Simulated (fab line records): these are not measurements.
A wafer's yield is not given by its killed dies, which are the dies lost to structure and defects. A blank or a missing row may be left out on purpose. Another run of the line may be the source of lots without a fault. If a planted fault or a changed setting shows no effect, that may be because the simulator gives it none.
Which of the tools did it?	flow nand harc	13 lots, 39 wafers sampled, at 5 steps of a route of 1302

## WHAT EACH GAUGE READ, for each wafer
NHARC_END_SORT_01.
lot	measured	on	defect limited yield (%)	killed at array	killed at other	killed at periphery	killed dies	killed open	killed short
L753	day 27 14:05	prober-02	91.9 91.3 92.8	52 57 46	1 0 0	2 2 3	55 59 49	6 4 4	1 0 1
L755	day 28 11:33	prober-01	93.5 90.0 91.6	39 62 55	1 0 0	4 6 2	44 68 57	4 2 2	1 3 2
L757	day 30 00:00	prober-02	92.0 92.6 92.6	43 44 42	0 0 1	11 6 7	54 50 50	3 0 5	3 2 1
L758	day 29 14:08	prober-02	86.4 87.7 89.7	88 78 68	0 2 0	4 3 2	92 83 70	3 1 3	4 3 3
L763	day 30 21:55	prober-02	87.6 86.0 84.9	75 87 98	0 0 0	9 8 4	84 95 102	5 1 0	1 1 0
L764	day 31 23:53	prober-01	91.3 91.7 90.3	53 51 58	0 0 0	6 5 8	59 56 66	4 3 4	4 2 4
L768	day 34 00:55	prober-02	81.7 75.9 86.1	74 56 54	1 0 1	49 107 39	124 163 94	5 3 2	6 1 3
L769	day 34 12:46	prober-01	80.6 86.7 81.5	31 39 21	0 2 2	100 49 102	131 90 125	4 4 0	0 5 1

## WHICH TOOL RAN EACH LOT (tool, then ch and the chambers of the sampled wafers, then the start)
lot	NHARC_P_BONDPAD_ETCH_24	NHARC_THIN_TSV_DEGAS_49	NHARC_THIN_TSV_PRE_CLEAN_50	NHARC_THIN_TSV_PRE_CLEAN_54
L746	rie diel-11 ch 0,2,3, day 7 00:55	pvd sputter-02, day 24 13:50	pvd sputter-02, day 24 15:55 or earlier	pvd sputter-03, day 24 15:55
L747	rie diel-11 ch 1,2,3, day 7 01:31	pvd sputter-02, day 24 12:34	pvd sputter-02, day 24 14:38 or earlier	pvd sputter-03, day 24 14:38
L748	rie diel-09 ch 1,2,3, day 7 10:55	pvd sputter-01, day 24 22:17	pvd sputter-01, day 25 00:22 or earlier	pvd sputter-03, day 25 00:22
L750	rie diel-11 ch 0,1,3, day 8 13:46	pvd sputter-01, day 25 18:49	pvd sputter-01, day 25 20:53 or earlier	pvd sputter-03, day 25 20:53
L753	rie diel-09 ch 0,1,3, day 9 18:37	pvd sputter-01, day 27 00:34	pvd sputter-01, day 27 02:36 or earlier	pvd sputter-01, day 27 02:36
L755	rie diel-11 ch 1,2, day 10 08:10	pvd sputter-03, day 27 18:21	pvd sputter-03, day 27 20:25 or earlier	pvd sputter-03, day 27 20:25
L757	rie diel-11 ch 1,2,3, day 11 09:14	pvd sputter-02, day 29 07:51	pvd sputter-02, day 29 09:54 or earlier	pvd sputter-03, day 29 09:54
L758	rie diel-11 ch 1,2, day 11 14:19	pvd sputter-01, day 29 02:36	pvd sputter-01, day 29 04:38 or earlier	pvd sputter-02, day 29 04:38
L763	rie diel-02 ch 0,1,3, day 13 18:10	pvd sputter-03, day 30 02:00	pvd sputter-03, day 30 04:03 or earlier	pvd sputter-01, day 30 04:03
L764	rie diel-02 ch 1,2,3, day 14 09:32	pvd sputter-01, day 31 13:10	pvd sputter-01, day 31 15:14 or earlier	pvd sputter-03, day 31 15:14
L768	rie diel-11 ch 1,3, day 15 12:34	pvd sputter-03, day 33 10:52	pvd sputter-03, day 33 12:54 or earlier	pvd sputter-02, day 33 12:54
L767	rie diel-09 ch 0,1,2, day 15 13:47	pvd sputter-03, day 33 20:05	pvd sputter-03, day 33 22:16 or earlier	pvd sputter-02, day 33 22:16
L769	rie diel-11 ch 0,3, day 16 01:29	pvd sputter-02, day 33 18:40	pvd sputter-02, day 33 20:43 or earlier	pvd sputter-02, day 33 20:43
- NHARC_P_BONDPAD_ETCH_24: etches the open film in CF4/N2, target depth 30 nm, time 72.99 s.
- NHARC_THIN_TSV_DEGAS_49: time 120 s.
- NHARC_THIN_TSV_PRE_CLEAN_50: time 30 s.
- NHARC_THIN_TSV_PRE_CLEAN_54: time 30 s.

## AS READ BY THE TOOLS THEMSELVES (means over the sampled wafers that have a number; for cases with no such wafer, the mark the record gives instead)
NHARC_P_BONDPAD_ETCH_24.
lot	tool	drypump motor current A (A)	oes product au (a.u.)	rf vpp V (V)	showerhead plenum p Torr (Torr)	throttle valve pct (%)
L746	rie diel-11	5.6	0.996	313.7	2.60	19.799
L747	rie diel-11	5.3	0.992	314.4	2.60	19.798
L748	rie diel-09	6.0	1.008	314.6	2.64	19.792
L750	rie diel-11	5.4	0.991	315.4	2.69	19.792
L753	rie diel-09	6.0	1.008	315.0	2.61	19.794
L755	rie diel-11	5.0	0.992	315.0	2.70	19.802
L757	rie diel-11	5.3	0.993	313.8	2.60	19.788
L758	rie diel-11	5.0	0.993	315.6	2.70	19.790
L763	rie diel-02	5.6	0.989	312.6	2.54	19.787
L764	rie diel-02	5.8	0.993	312.9	2.52	19.798
L768	rie diel-11	5.5	1.002	313.4	2.58	19.803
L767	rie diel-09	6.3	1.009	313.6	2.62	19.792
L769	rie diel-11	5.7	0.997	314.9	2.68	19.790

NHARC_THIN_TSV_DEGAS_49.
lot	tool	heater power w (W)
L746	pvd sputter-02	447
L747	pvd sputter-02	456
L748	pvd sputter-01	449
L750	pvd sputter-01	425
L753	pvd sputter-01	464
L755	pvd sputter-03	480
L757	pvd sputter-02	454
L758	pvd sputter-01	460
L763	pvd sputter-03	462
L764	pvd sputter-01	456
L768	pvd sputter-03	488
L767	pvd sputter-03	526
L769	pvd sputter-02	443

NHARC_THIN_TSV_PRE_CLEAN_50.
lot	tool	heater power w (W)
L746	pvd sputter-02	402
L747	pvd sputter-02	400
L748	pvd sputter-01	414
L750	pvd sputter-01	408
L753	pvd sputter-01	390
L755	pvd sputter-03	440
L757	pvd sputter-02	397
L758	pvd sputter-01	416
L763	pvd sputter-03	425
L764	pvd sputter-01	385
L768	pvd sputter-03	429
L767	pvd sputter-03	396
L769	pvd sputter-02	399

NHARC_THIN_TSV_PRE_CLEAN_54.
lot	tool	heater power w (W)
L746	pvd sputter-03	412
L747	pvd sputter-03	447
L748	pvd sputter-03	451
L750	pvd sputter-03	390
L753	pvd sputter-01	403
L755	pvd sputter-03	464
L757	pvd sputter-03	444
L758	pvd sputter-02	409
L763	pvd sputter-01	403
L764	pvd sputter-03	422
L768	pvd sputter-02	406
L767	pvd sputter-02	396
L769	pvd sputter-02	402

## THE ANSWER, worked out from the rows above alone
Rule: the usual values come from the lots themselves. Put in order of their means at a reading, lots are off if they are a third of the lots or fewer, leave a main group of 4 or more, and stand apart from it by a gap of 3 or more times the standard deviation of the main group's means; of several such gaps the widest counts. If all means in a main group match to the digits the tables above print for the reading, that group is not used. A lot without any number at a reading at which 4 lots or more have one is off too. All remaining lots with rows at the step are treated as sound. After the gauges, taken in route order, come the tools' own readings; for these a lot's mean is taken, as printed above. The first step at which some lot is off is used, and at that step the reading that is off furthest; a lot without a number counts as furthest.
Off: L768, L769 (NHARC_END_SORT_01, killed at periphery). Main group: mean 5.1, sd 2.1. Neither off nor sound, because the step has no rows for them: L746, L747, L748, L750, L767.
A tool fits if, at a process step before that reading, it ran every lot that is off, and no sound lot after the first of them. The gauges at NHARC_END_SORT_01 are tried like those tools. NHARC_THIN_TSV_PRE_CLEAN_50 gives no start for some lots, so the hours and the order of its lots are those of NHARC_THIN_TSV_PRE_CLEAN_54. Undecided on this evidence; 2 tools fit (rie diel-11 at NHARC_P_BONDPAD_ETCH_24, pvd sputter-02 at NHARC_THIN_TSV_PRE_CLEAN_54).

## WHAT THE SIMULATOR PUT IN
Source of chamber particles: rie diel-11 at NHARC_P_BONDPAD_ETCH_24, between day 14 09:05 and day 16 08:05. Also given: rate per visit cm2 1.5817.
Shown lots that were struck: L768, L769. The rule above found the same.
